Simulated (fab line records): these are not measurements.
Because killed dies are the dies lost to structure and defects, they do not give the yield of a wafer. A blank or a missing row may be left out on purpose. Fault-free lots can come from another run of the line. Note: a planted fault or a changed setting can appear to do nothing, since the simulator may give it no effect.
fab line records    flow n5-finfet    part 1 of 2: steps 1 to 3 of 6
record: lots: 23  wafers: 69  last-day: 17
route steps=1938 shown BEOL_M10@1486
lots with no fault: from the same line, run without faults
start-h: hours from the record's opening day to when the first of the lot's shown wafers began    wait-h: time in hours since the lot's previous step    " repeats the value in the row above    L1.1+2: several wafers, shown together as one row    - no value, or no start was given    * or withheld: withheld    < > ~ a bound
route shown NAME@n: NAME is a module with steps in the file, n the number in the route of the first one    usual: the fault-free wafers' mean and standard deviation    same: alike in all rows    chamber/n: place in a boat    sites: per-site readings    _std_site: standard deviation across them    _edge_site: mean of outer sites minus mean of inner sites    radius-mm: for every site, how far away it sits from the centre of the wafer    mask NAME#n: copy n    behind: the last tool/chamber to shape the wafer    hold: why the lot was held/for how many hours/how that ended    device: which transistor (n, p or np) failed to switch    end of line: the route-end tests of the same wafers    where a step has no rows: the recipe by itself    killed: dies that structure and defects cost at the first sort, which is not the same as the wafer's yield    map: a wafer's dies, marking killed ones x, the rest . and places with no die _
set.NAME: the setting that was run; set.NAME@STEP: the one run at that earlier step    model.NAME: the simulator's own value behind a step, which no gauge read
route steps across a sampled set of lots; one table per step, one row per wafer
services: a tool's chamber out of use, with start hour (start-h, from the record's first day; less than 0 if before it), hours out, and reason
== steps ==
step: N5_BEOL_M10_DESCUM_16
recipe: chemistry: O2  time-s: 7.9  source-power-w: 50  bias-power-w: 20  pressure-mtorr: 20  rf-frequency-hz: 2.712e+07  temp-c: 40  resist: CAR-ArF  o2-flow-sccm: 225
usual: drypump-motor-current-A: 5.8/0.43  oes-product-au: 0.83/0.085  rf-vpp-V: 242.9/1.4  showerhead-plenum-p-Torr: 2.09/0.081  throttle-valve-pct: 20.37/0.23
lot.wafer  tool         chamber  start-h  wait-h  drypump-motor-current-A  oes-product-au  rf-hours-counter-h  rf-vpp-V  showerhead-plenum-p-Torr  throttle-valve-pct
L075.2     rie-diel-05  0        201.59   0.0     5.5                      0.83            60                  243.2     2.10                      19.74
L075.4     "            2        "        "       5.2                      0.77            120                 241.4     2.02                      20.11
L075.5     "            1        "        "       5.8                      0.90            -                   242.4     2.05                      20.38
L074.1     rie-diel-03  3        222.71   0.2     6.3                      0.68            236                 242.6     2.06                      20.56
L074.3     "            0        "        "       5.8                      0.84            54                  243.4     2.03                      20.36
L074.5     "            3        "        "       6.3                      0.68            -                   242.1     2.06                      20.56
L076.1     rie-diel-03  2        227.38   1.0     6.6                      0.84            69                  242.2     2.04                      20.26
L076.2     "            1        "        "       5.1                      0.70            240                 241.9     2.08                      20.56
L076.3     "            3        "        "       6.3                      0.70            238                 241.4     2.06                      20.57
L078.1     rie-diel-04  3        237.86   0.0     5.9                      0.68            247                 246.4     2.15                      20.84
L078.5     "            3        "        "       6.0                      0.68            -                   243.7     2.15                      20.85
L078.6     "            0        "        "       5.7                      0.91            -                   242.9     2.04                      20.49
L077.1     rie-diel-03  0        238.21   0.2     5.8                      0.84            59                  243.3     2.03                      20.38
L077.2     "            1        "        "       5.2                      0.69            242                 241.8     2.08                      20.57
L077.4     "            2        "        "       6.6                      0.84            72                  240.3     2.04                      20.29
L080.2     rie-diel-04  1        254.42   0.1     6.4                      0.85            63                  244.5     2.22                      20.67
L080.3     "            0        "        "       5.7                      0.89            35                  243.8     2.04                      20.50
L080.6     "            0        "        "       5.7                      0.89            -                   241.8     2.04                      20.51
L081.1     rie-diel-05  1        255.17   0.0     5.8                      0.87            47                  242.4     2.05                      20.42
L081.3     "            3        "        "       5.6                      0.68            225                 244.2     2.15                      20.55
L081.6     "            2        "        "       5.2                      0.76            -                   240.9     2.02                      20.12
L083.3     rie-diel-05  2        260.11   0.0     5.2                      0.75            141                 241.6     2.02                      20.12
L083.4     "            3        "        "       5.6                      0.69            -                   243.7     2.15                      20.59
L083.6     "            2        "        "       5.2                      0.75            -                   240.7     2.01                      20.15
L082.1     rie-diel-04  1        264.27   0.4     6.4                      0.84            67                  244.7     2.22                      20.68
L082.3     "            2        "        "       5.9                      0.94            22                  245.2     2.25                      20.09
L082.6     "            1        "        "       6.4                      0.84            -                   243.8     2.22                      20.68
L084.1     rie-diel-04  2        268.09   0.1     5.9                      0.93            24                  244.6     2.25                      20.09
L084.5     "            0        "        "       5.7                      0.88            -                   242.4     2.04                      20.52
L084.6     "            1        "        "       6.4                      0.84            -                   245.0     2.22                      20.70
L086.1     rie-diel-04  3        289.46   0.1     5.9                      0.97            6                   243.1     2.14                      20.41
L086.4     "            0        "        "       5.7                      0.87            49                  242.7     2.03                      20.52
L086.5     "            3        "        "       5.9                      0.97            -                   242.5     2.14                      20.41
L085.1     rie-diel-05  0        290.10   0.0     5.5                      0.79            88                  243.3     2.09                      19.79
L085.4     "            1        "        "       5.8                      0.84            56                  243.1     2.04                      20.44
L085.6     "            3        "        "       5.6                      0.67            -                   244.2     2.14                      20.58
L087.1     rie-diel-04  0        293.14   0.0     5.7                      0.88            50                  242.0     2.03                      20.55
L087.3     "            2        "        "       5.9                      0.91            34                  244.7     2.25                      20.13
L087.5     "            0        "        "       5.7                      0.87            -                   241.7     2.03                      20.54
L088.1     rie-diel-03  1        298.87   0.0     5.1                      0.94            7                   242.0     2.07                      20.30
L088.2     "            0        "        "       5.8                      0.82            79                  242.6     2.02                      20.40
L088.4     "            0        "        "       5.8                      0.82            -                   242.1     2.02                      20.40
L090.1     rie-diel-03  1        305.45   0.0     5.1                      0.93            9                   243.9     2.07                      20.29
L090.4     "            1        "        "       5.1                      0.93            -                   242.6     2.07                      20.31
L090.6     "            0        "        "       5.8                      0.81            -                   243.3     2.02                      20.43
L089.1     rie-diel-04  3        312.88   0.1     5.9                      0.94            12                  242.6     2.14                      20.40
L089.3     "            2        "        "       5.9                      0.89            41                  245.4     2.25                      20.12
L089.6     "            3        "        "       6.0                      0.95            -                   245.2     2.14                      20.41
L091.4     rie-diel-05  0        317.07   0.0     5.5                      0.78            99                  242.3     2.09                      19.80
L091.5     "            1        "        "       5.8                      0.83            -                   244.7     2.04                      20.44
L091.6     "            2        "        "       5.2                      0.73            -                   242.1     2.01                      20.17
L092.1     rie-diel-03  2        327.29   0.0     6.6                      0.79            109                 241.1     2.03                      20.33
L092.2     "            0        "        "       5.8                      0.81            91                  241.2     2.02                      20.43
L092.4     "            1        "        "       5.1                      0.90            19                  241.1     2.07                      20.32
L094.4     rie-diel-04  1        332.20   0.0     6.4                      0.80            92                  244.7     2.21                      20.74
L094.5     "            2        "        "       5.9                      0.89            -                   245.0     2.24                      20.14
L094.6     "            3        "        "       6.0                      0.93            -                   243.3     2.14                      20.46
L093.1     rie-diel-03  0        332.36   0.0     5.8                      0.79            93                  242.1     2.02                      20.44
L093.4     "            3        "        "       6.3                      0.97            6                   242.0     2.05                      20.21
L093.5     "            1        "        "       5.1                      0.90            -                   243.8     2.07                      20.33
L095.1     rie-diel-03  3        341.10   0.1     6.3                      0.95            8                   241.8     2.05                      20.20
L095.3     "            2        "        "       6.6                      0.78            113                 241.7     2.02                      20.34
L095.6     "            0        "        "       5.8                      0.80            -                   241.3     2.02                      20.43
L096.1     rie-diel-05  2        341.93   0.0     5.2                      0.73            171                 240.8     2.01                      20.17
L096.5     "            1        "        "       5.8                      0.83            -                   241.5     2.04                      20.46
L096.6     "            2        "        "       5.2                      0.73            -                   241.6     2.00                      20.19
L097.1     rie-diel-05  1        344.07   0.0     5.8                      0.82            77                  241.5     2.04                      20.47
L097.2     "            0        "        "       5.5                      0.79            110                 245.0     2.08                      19.80
L097.6     "            3        "        "       5.6                      0.65            -                   245.2     2.14                      20.63
step: N5_BEOL_M10_ETCH_62
recipe: chemistry: N2/H2  target: SOC  target-depth-a: 1100  overetch-a: 220  mask-material: SiARC  temp-c: 40  time-s: 165  ion-energy-ev: 200  pressure-mtorr: 30  source-w: 840  bias-w: 150  n2-flow-sccm: 200  h2-flow-sccm: 200
usual: drypump-motor-current-A: 5.8/0.43  oes-product-au: 0.70/0.067  rf-vpp-V: 523.7/2.7  showerhead-plenum-p-Torr: 2.54/0.095  throttle-valve-pct: 17.72/0.25
lot.wafer  tool         chamber  start-h  wait-h  drypump-motor-current-A  oes-product-au  rf-hours-counter-h  rf-vpp-V  showerhead-plenum-p-Torr  throttle-valve-pct
L075.2     rie-diel-05  0        201.67   0.0     5.5                      0.71            60                  525.6     2.57                      17.32
L075.4     "            2        "        "       5.2                      0.66            120                 521.9     2.45                      17.45
L075.5     "            1        "        "       5.8                      0.77            -                   522.6     2.48                      17.62
L074.1     rie-diel-03  3        222.79   0.0     6.3                      0.58            236                 524.6     2.50                      17.98
L074.3     "            0        "        "       5.8                      0.71            54                  522.3     2.48                      17.91
L074.5     "            3        "        "       6.3                      0.58            -                   522.6     2.50                      17.97
L076.1     rie-diel-03  2        227.47   0.0     6.6                      0.69            69                  522.1     2.47                      17.72
L076.2     "            1        "        "       5.1                      0.59            240                 523.8     2.49                      17.73
L076.3     "            3        "        "       6.3                      0.58            238                 523.7     2.50                      17.97
L078.1     rie-diel-04  3        237.95   0.0     6.0                      0.58            247                 525.6     2.60                      18.24
L078.5     "            3        "        "       6.0                      0.58            -                   524.1     2.60                      18.24
L078.6     "            0        "        "       5.7                      0.77            -                   523.3     2.47                      17.82
L077.1     rie-diel-03  0        238.29   0.0     5.8                      0.70            59                  520.6     2.48                      17.92
L077.2     "            1        "        "       5.2                      0.59            242                 522.9     2.49                      17.73
L077.4     "            2        "        "       6.6                      0.69            72                  521.0     2.47                      17.72
L080.2     rie-diel-04  1        254.50   0.0     6.4                      0.71            63                  527.6     2.70                      18.03
L080.3     "            0        "        "       5.7                      0.75            35                  520.9     2.47                      17.86
L080.6     "            0        "        "       5.7                      0.75            -                   522.7     2.47                      17.83
L081.1     rie-diel-05  1        255.26   0.0     5.8                      0.74            47                  521.7     2.47                      17.66
L081.3     "            3        "        "       5.6                      0.60            225                 525.5     2.61                      17.93
L081.6     "            2        "        "       5.2                      0.64            -                   520.8     2.44                      17.48
L083.3     rie-diel-05  2        260.20   0.0     5.2                      0.65            141                 518.7     2.44                      17.50
L083.4     "            3        "        "       5.6                      0.59            -                   525.3     2.61                      17.93
L083.6     "            2        "        "       5.2                      0.65            -                   519.5     2.44                      17.50
L082.1     rie-diel-04  1        264.35   0.0     6.4                      0.71            67                  527.3     2.69                      18.04
L082.3     "            2        "        "       5.9                      0.78            22                  528.0     2.71                      17.32
L082.6     "            1        "        "       6.4                      0.70            -                   527.1     2.69                      18.04
L084.1     rie-diel-04  2        268.18   0.0     5.9                      0.79            24                  528.8     2.71                      17.31
L084.5     "            0        "        "       5.7                      0.75            -                   521.3     2.47                      17.85
L084.6     "            1        "        "       6.4                      0.71            -                   527.2     2.69                      18.04
L086.1     rie-diel-04  3        289.55   0.0     6.0                      0.81            6                   525.6     2.60                      17.77
L086.4     "            0        "        "       5.7                      0.74            49                  522.4     2.46                      17.84
L086.5     "            3        "        "       6.0                      0.81            -                   523.7     2.60                      17.78
L085.1     rie-diel-05  0        290.19   0.0     5.5                      0.69            89                  524.6     2.56                      17.37
L085.4     "            1        "        "       5.8                      0.72            56                  522.4     2.47                      17.67
L085.6     "            3        "        "       5.6                      0.58            -                   525.5     2.61                      17.93
L087.1     rie-diel-04  0        293.22   0.0     5.7                      0.74            50                  521.0     2.46                      17.88
L087.3     "            2        "        "       5.9                      0.77            34                  528.5     2.70                      17.33
L087.5     "            0        "        "       5.7                      0.73            -                   521.4     2.46                      17.86
L088.1     rie-diel-03  1        298.95   0.0     5.1                      0.79            7                   522.3     2.48                      17.39
L088.2     "            0        "        "       5.8                      0.68            79                  522.8     2.47                      17.95
L088.4     "            0        "        "       5.8                      0.69            -                   522.3     2.47                      17.94
L090.1     rie-diel-03  1        305.54   0.0     5.1                      0.80            9                   521.8     2.48                      17.38
L090.4     "            1        "        "       5.1                      0.80            -                   524.5     2.48                      17.37
L090.6     "            0        "        "       5.8                      0.69            -                   520.4     2.47                      17.95
L089.1     rie-diel-04  3        312.96   0.0     5.9                      0.80            12                  525.4     2.60                      17.78
L089.3     "            2        "        "       5.9                      0.75            41                  528.0     2.70                      17.32
L089.6     "            3        "        "       5.9                      0.78            -                   526.1     2.60                      17.78
L091.4     rie-diel-05  0        317.16   0.0     5.5                      0.68            99                  523.7     2.56                      17.36
L091.5     "            1        "        "       5.8                      0.72            -                   523.5     2.47                      17.71
L091.6     "            2        "        "       5.2                      0.64            -                   520.3     2.44                      17.53
L092.1     rie-diel-03  2        327.38   0.0     6.6                      0.66            109                 521.1     2.46                      17.79
L092.2     "            0        "        "       5.8                      0.68            91                  522.6     2.47                      17.97
L092.4     "            1        "        "       5.1                      0.77            20                  522.1     2.48                      17.38
L094.4     rie-diel-04  1        332.28   0.0     6.4                      0.68            92                  528.5     2.68                      18.09
L094.5     "            2        "        "       5.9                      0.75            -                   528.2     2.70                      17.35
L094.6     "            3        "        "       6.0                      0.78            -                   525.4     2.59                      17.79
L093.1     rie-diel-03  0        332.44   0.0     5.8                      0.68            93                  521.6     2.47                      17.97
L093.4     "            3        "        "       6.3                      0.82            6                   522.4     2.48                      17.54
L093.5     "            1        "        "       5.1                      0.76            -                   522.5     2.48                      17.43
L095.1     rie-diel-03  3        341.19   0.0     6.3                      0.80            8                   522.6     2.48                      17.55
L095.3     "            2        "        "       6.6                      0.65            113                 522.1     2.46                      17.77
L095.6     "            0        "        "       5.8                      0.67            -                   522.3     2.47                      17.97
L096.1     rie-diel-05  2        342.01   0.0     5.2                      0.63            171                 519.9     2.43                      17.55
L096.5     "            1        "        "       5.8                      0.71            -                   522.3     2.46                      17.73
L096.6     "            2        "        "       5.3                      0.63            -                   521.8     2.43                      17.54
L097.1     rie-diel-05  1        344.16   0.0     5.8                      0.71            77                  523.2     2.46                      17.73
L097.2     "            0        "        "       5.5                      0.67            110                 525.3     2.55                      17.38
L097.6     "            3        "        "       5.6                      0.58            -                   524.7     2.60                      17.98
step: N5_BEOL_M10_STRIP_67
recipe: chemistry: CF4  resist: SiARC  power-w: 300  bias-power-w: 75  pressure-mtorr: 50  cf4-flow-sccm: 150  rf-frequency-hz: 6e+07
usual: cf4-flow-sccm: 150.0/0.45  drypump-motor-current-A: 5.8/0.43  oes-product-au: 0.83/0.079  rf-vpp-V: 271.1/1.5  showerhead-plenum-p-Torr: 1.79/0.059  throttle-valve-pct: 13.49/0.24
lot.wafer  tool         chamber  start-h  wait-h  cf4-flow-sccm  drypump-motor-current-A  oes-product-au  rf-hours-counter-h  rf-vpp-V  showerhead-plenum-p-Torr  throttle-valve-pct
L075.2     rie-diel-05  0        201.82   0.0     150.0          5.5                      0.85            60                  272.1     1.81                      13.03
L075.4     "            2        "        "       150.2          5.2                      0.78            120                 269.3     1.74                      13.31
L075.5     "            1        "        "       150.0          5.8                      0.90            -                   269.9     1.76                      13.53
L074.1     rie-diel-03  3        222.94   0.0     149.6          6.3                      0.68            236                 270.8     1.77                      13.82
L074.3     "            0        "        "       149.7          5.8                      0.85            55                  271.9     1.73                      13.42
L074.5     "            3        "        "       149.9          6.3                      0.69            -                   269.6     1.77                      13.82
L076.1     rie-diel-03  2        227.61   0.0     149.5          6.6                      0.82            69                  271.1     1.75                      13.36
L076.2     "            1        "        "       150.4          5.1                      0.70            240                 270.5     1.77                      13.73
L076.3     "            3        "        "       149.7          6.3                      0.69            238                 270.7     1.77                      13.79
L078.1     rie-diel-04  3        238.09   0.0     150.8          5.9                      0.68            247                 271.2     1.83                      13.96
L078.5     "            3        "        "       149.3          6.0                      0.69            -                   271.8     1.83                      13.98
L078.6     "            0        "        "       150.0          5.6                      0.90            -                   270.0     1.77                      13.61
L077.1     rie-diel-03  0        238.44   0.0     150.7          5.8                      0.84            59                  270.3     1.73                      13.45
L077.2     "            1        "        "       150.2          5.1                      0.70            243                 272.6     1.77                      13.74
L077.4     "            2        "        "       150.1          6.6                      0.81            72                  269.0     1.75                      13.38
L080.2     rie-diel-04  1        254.65   0.0     149.9          6.4                      0.84            63                  272.8     1.89                      13.67
L080.3     "            0        "        "       149.8          5.7                      0.89            35                  269.5     1.77                      13.61
L080.6     "            0        "        "       149.7          5.7                      0.90            -                   271.2     1.77                      13.62
L081.1     rie-diel-05  1        255.40   0.0     149.9          5.8                      0.87            47                  269.4     1.76                      13.56
L081.3     "            3        "        "       150.2          5.6                      0.71            225                 272.5     1.85                      13.91
L081.6     "            2        "        "       150.5          5.2                      0.76            -                   268.7     1.74                      13.35
L083.3     rie-diel-05  2        260.34   0.0     149.3          5.2                      0.77            141                 269.2     1.74                      13.37
L083.4     "            3        "        "       150.1          5.6                      0.70            -                   269.6     1.85                      13.92
L083.6     "            2        "        "       149.6          5.2                      0.77            -                   270.0     1.74                      13.35
L082.1     rie-diel-04  1        264.50   0.0     149.5          6.4                      0.83            67                  273.1     1.88                      13.65
L082.3     "            2        "        "       150.3          5.9                      0.93            22                  273.2     1.90                      13.10
L082.6     "            1        "        "       150.0          6.4                      0.84            -                   273.7     1.88                      13.67
L084.1     rie-diel-04  2        268.33   0.0     151.1          5.9                      0.92            24                  272.8     1.90                      13.12
L084.5     "            0        "        "       149.9          5.7                      0.89            -                   270.4     1.76                      13.63
L084.6     "            1        "        "       149.6          6.4                      0.83            -                   272.2     1.88                      13.66
L086.1     rie-diel-04  3        289.69   0.0     149.3          6.0                      0.96            6                   272.5     1.83                      13.42
L086.4     "            0        "        "       150.0          5.6                      0.87            49                  270.1     1.76                      13.66
L086.5     "            3        "        "       149.7          5.9                      0.96            -                   271.3     1.83                      13.39
L085.1     rie-diel-05  0        290.33   0.0     149.6          5.5                      0.81            89                  270.7     1.80                      13.11
L085.4     "            1        "        "       150.1          5.8                      0.86            56                  271.1     1.76                      13.58
L085.6     "            3        "        "       149.9          5.6                      0.69            -                   271.5     1.85                      13.95
L087.1     rie-diel-04  0        293.37   0.0     149.8          5.7                      0.87            50                  270.9     1.76                      13.63
L087.3     "            2        "        "       150.3          5.9                      0.90            34                  273.2     1.89                      13.13
L087.5     "            0        "        "       149.9          5.6                      0.87            -                   270.6     1.76                      13.66
L088.1     rie-diel-03  1        299.10   0.0     150.1          5.1                      0.94            7                   267.4     1.76                      13.21
L088.2     "            0        "        "       150.2          5.8                      0.81            79                  270.0     1.73                      13.49
L088.4     "            0        "        "       150.7          5.8                      0.80            -                   269.8     1.73                      13.48
L090.1     rie-diel-03  1        305.68   0.0     150.0          5.1                      0.93            9                   270.5     1.76                      13.19
L090.4     "            1        "        "       150.2          5.1                      0.94            -                   268.0     1.76                      13.22
L090.6     "            0        "        "       149.9          5.8                      0.81            -                   270.0     1.73                      13.50
L089.1     rie-diel-04  3        313.11   0.0     150.0          5.9                      0.94            12                  270.4     1.83                      13.41
L089.3     "            2        "        "       149.9          5.9                      0.89            41                  274.9     1.89                      13.15
L089.6     "            3        "        "       150.0          5.9                      0.94            -                   271.8     1.83                      13.43
L091.4     rie-diel-05  0        317.30   0.0     149.9          5.4                      0.80            99                  271.8     1.80                      13.12
L091.5     "            1        "        "       149.5          5.8                      0.85            -                   270.5     1.75                      13.60
L091.6     "            2        "        "       150.5          5.2                      0.75            -                   270.1     1.73                      13.39
L092.1     rie-diel-03  2        327.52   0.0     149.8          6.7                      0.77            109                 270.2     1.74                      13.46
L092.2     "            0        "        "       149.9          5.8                      0.80            91                  271.4     1.72                      13.52
L092.4     "            1        "        "       149.9          5.2                      0.90            20                  270.8     1.76                      13.24
L094.4     rie-diel-04  1        332.43   0.0     150.0          6.4                      0.81            92                  272.5     1.88                      13.72
L094.5     "            2        "        "       149.7          5.9                      0.88            -                   272.3     1.89                      13.15
L094.6     "            3        "        "       150.0          5.9                      0.91            -                   272.8     1.82                      13.44
L093.1     rie-diel-03  0        332.59   0.0     149.3          5.8                      0.79            93                  270.0     1.72                      13.53
L093.4     "            3        "        "       150.5          6.3                      0.96            6                   271.8     1.76                      13.28
L093.5     "            1        "        "       150.6          5.1                      0.91            -                   271.7     1.76                      13.25
L095.1     rie-diel-03  3        341.33   0.0     150.2          6.3                      0.94            8                   271.7     1.76                      13.28
L095.3     "            2        "        "       150.6          6.6                      0.77            113                 270.3     1.74                      13.46
L095.6     "            0        "        "       150.3          5.8                      0.80            -                   270.0     1.72                      13.52
L096.1     rie-diel-05  2        342.16   0.0     150.2          5.2                      0.74            171                 270.4     1.73                      13.40
L096.5     "            1        "        "       150.3          5.8                      0.83            -                   271.2     1.75                      13.62
L096.6     "            2        "        "       149.9          5.2                      0.74            -                   269.1     1.73                      13.42
L097.1     rie-diel-05  1        344.30   0.0     150.0          5.8                      0.83            77                  270.0     1.75                      13.62
L097.2     "            0        "        "       149.9          5.5                      0.79            110                 271.2     1.80                      13.15
L097.6     "            3        "        "       150.8          5.6                      0.68            -                   272.3     1.84                      13.97
